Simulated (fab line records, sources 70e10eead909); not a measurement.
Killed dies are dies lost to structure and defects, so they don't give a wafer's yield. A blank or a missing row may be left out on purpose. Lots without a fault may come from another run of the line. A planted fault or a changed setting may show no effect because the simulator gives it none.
A struck lot beside a sound one | flow nand_harc | 12 steps out of a route of 1159
Sound: wafers L974.2, L974.4, L974.6. Struck: wafers L962.1, L962.4, L962.6. The cause comes at the end.
At each step with rows: each side's tool, then ch and its chambers, then its first start. Under that, the readings that differ: sound wafers | struck wafers | difference of the means | sigmas: that difference in standard deviations of wafers without a fault.
alike: readings whose means differ by less than 2 such deviations, and words and numbers that are the same on both sides. not compared: withheld readings, readings that some wafer has no value for, bounds like >300 that may hide the same value, and numbers for which the record gives no deviation and whose values overlap.
The two part at a step that has a row with sigmas, a row that says differs or no value, or rows on one side only. Numbers that don't overlap but have no deviation are shown without sigmas and don't part them. A reading that every wafer of one side lacks parts them only if that side has two wafers or more.

NHARC_A_STAIRCASE_STRIP_175: strips in O2.
  sound on plasma_asher-02 ch 0,1, day 14 06:51; struck on plasma_asher-02 ch 1, day 11 06:32
  alike: drypump_motor_current_A, heater_power_w
  not compared: rf_hours_counter_h
then, 10 steps without rows for these wafers: NHARC_A_STAIRCASE_STRIP_148 (strips in SPM, time 900 s); NHARC_A_STAIRCASE_PRECLEAN_149 (cleans in SC1); NHARC_A_STAIRCASE_SRD_150; NHARC_A_STAIRCASE_DEHYDRATE_176 (time 120 s); NHARC_A_STAIRCASE_HMDS_177 (time 30 s); NHARC_A_STAIRCASE_COAT_178; NHARC_A_STAIRCASE_SOFTBAKE_179 (time 170 s); NHARC_A_STAIRCASE_EBR_180; NHARC_A_STAIRCASE_EXPOSE_181 (exposes mask STAIR 2); NHARC_A_STAIRCASE_PEB_182 (peb time 130 s).
NHARC_A_STAIRCASE_DEVELOP_183: time 140 s.
  sound on litho_track-02 ch 0, day 14 07:00; struck on litho_track-05, day 11 07:00
  no value came back on the struck wafers for chill_plate_temp_C (C), exhaust_pa (Pa), time_s (s); on the sound wafers chill_plate_temp_C (C) reads 23.03 23.17 23.12

WHERE THEY PART
Only at NHARC_A_STAIRCASE_DEVELOP_183, within this record.

WHY: what the simulator had put in
Skipped step whole: litho_track-05, from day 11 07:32 on, at NHARC_A_STAIRCASE_DEVELOP_183. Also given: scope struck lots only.
